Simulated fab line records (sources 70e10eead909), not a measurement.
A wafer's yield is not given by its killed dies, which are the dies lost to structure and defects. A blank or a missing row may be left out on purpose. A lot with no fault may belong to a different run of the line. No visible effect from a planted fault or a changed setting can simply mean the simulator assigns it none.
Chamber matching -- flow nand-harc -- 4 sister chambers for NHARC_A_CHANNEL_FILL_D1_CMP_10 on cmp-02
The step polishes, target thk 150 nm. 8 wafers are shown with their chamber, then 7 later ones without.

WAFERS WITH THEIR CHAMBER
wafer,chamber,motor-current-A (A),time-to-endpoint-s (s)
L859.1,0,12.2,16.1
L860.2,0,11.8,18.3
L860.5,2,11.8,15.8
L861.3,1,13.0,12.9
L861.4,3,9.3,16.4
L861.5,1,12.0,12.3
L862.2,3,9.7,13.8
L862.3,2,11.9,10.4

WAFERS WHOSE CHAMBER IS MISSING
wafer,motor-current-A (A),time-to-endpoint-s (s)
L862.5,9.4,13.8
L864.2,11.8,16.2
L864.5,11.7,17.1
L864.6,12.6,12.7
L866.1,12.6,10.7
L866.3,12.4,15.3
L866.6,11.4,13.8

THE CHAMBER EACH PASSED THROUGH
wafer,from the rows above,in truth
L862.5,3,3
L864.2,can't be placed: 0 or 2 or 1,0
L864.5,can't be placed: 0 or 2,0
L864.6,can't be placed: 1 or 2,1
L866.1,can't be placed: 1 or 2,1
L866.3,can't be placed: 1 or 0 or 2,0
L866.6,can't be placed: 2 or 0 or 1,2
Correctly placed: 1 of 7. Cannot be placed on the basis of these rows: 6; the candidates contain the true chamber in 6. Wrongly placed: 0.
How it was worked out, from the rows above alone: a wafer's distance from a chamber is the root of the sum, over the readings, of the square of ((its reading less the chamber's mean) divided by the reading's scatter). The wafer belongs to the nearest chamber; if the next one is less than 2 further off, it can't be placed. The mean given for a chamber averages the wafers shown for that chamber. The scatter: the root of (the sum of the squares of (reading less its chamber's mean) over the shown wafers, divided by (wafers less chambers)).
